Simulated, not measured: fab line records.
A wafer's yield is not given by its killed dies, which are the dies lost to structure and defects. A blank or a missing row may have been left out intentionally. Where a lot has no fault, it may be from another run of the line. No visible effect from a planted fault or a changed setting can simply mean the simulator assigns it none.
Code-filled problem report in 8D (eight disciplines) form + flow n5Finfet + the parts of the form that need people (team, actions taken, sign-off) are left out

== 1. THE PROBLEM ==
Wafers without a fault read 1499.9 rpm, standard deviation 0.92; spinSpeedRpm at N5_BEOL_M12_COAT_66 reads a mean of 1448.7 rpm on 6 wafers belonging to 2 lots. That is -56 standard deviations from the usual mean.
The step: time 60 s, resist thk 110 nm.
The first sign was on wafer L776.2 at day 13 04:52, on lithoTrack-03. The record has a number at this step for 12 wafers belonging to 4 lots. Rule for "out", or "out of limits": more than 4 standard deviations from the usual mean. Any other wafer with a number is counted as sound.

== 2. WHAT IT IS AND WHAT IT IS NOT ==
| question                    | is                     | is not                                                             |
|-----------------------------|------------------------|--------------------------------------------------------------------|
| which readings at this step | spinSpeedRpm           | dispensePressureKPa                                                |
| which lots                  | L776, L778             | L766, L785                                                         |
| which wafers of those lots  | all that have a number | -                                                                  |
| read on which tools         | lithoTrack-03          | lithoTrack-02                                                      |
| when                        | from day 13 04:52      | up to then (3 sound wafers); but 3 sound wafers of L785 came after |

== 3. SUSPECTS, AND WHAT RULES EACH OUT ==
Counting: a tool at any process step up to the reading remains a suspect when it ran all the lots that are out and ran no sound lot after the first of those.
- lithoTrack-03 at N5_BEOL_M12_COAT_66 (time 60 s, resist thk 110 nm): kept. It processed each lot that is out, first L776 at day 13 04:52, and no sound lot thereafter; up to then, the last sound lot it processed was L766 at day 10 21:31. On those wafers its own readings are out: spinSpeedRpm.
Left after counting: lithoTrack-03 at N5_BEOL_M12_COAT_66.

== 4. THE CAUSE (what the simulator had put in) ==
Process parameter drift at N5_BEOL_M12_COAT_66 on lithoTrack-03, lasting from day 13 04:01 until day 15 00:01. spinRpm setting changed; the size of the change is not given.
This tool alone remained once counting was done.

== 5. THE CHAIN OF EFFECTS, in route order ==
Each row: a reading whose mean over the struck wafers that have a number lies more than 3 standard deviations from the usual. Scope: only readings with a usual standard deviation given in the record; hours: median across lots of the time from each lot's start at the first step in this table that gives one to its start at this step; sigmas: change in usual standard deviations.
| hours | step                | reading      | usual      | on struck wafers | change | sigmas |
|-------|---------------------|--------------|------------|------------------|--------|--------|
| 0     | N5_BEOL_M12_COAT_66 | spinSpeedRpm | 1499.9 rpm | 1448.7           | -51.2  | -56    |
The process steps in it:
- N5_BEOL_M12_COAT_66: time 60 s, resist thk 110 nm.

== 6. WHAT WOULD HAVE CAUGHT IT SOONER ==
In this record the first reading out of limits was taken at day 13 04:52, 1 hour after the fault began at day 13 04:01.
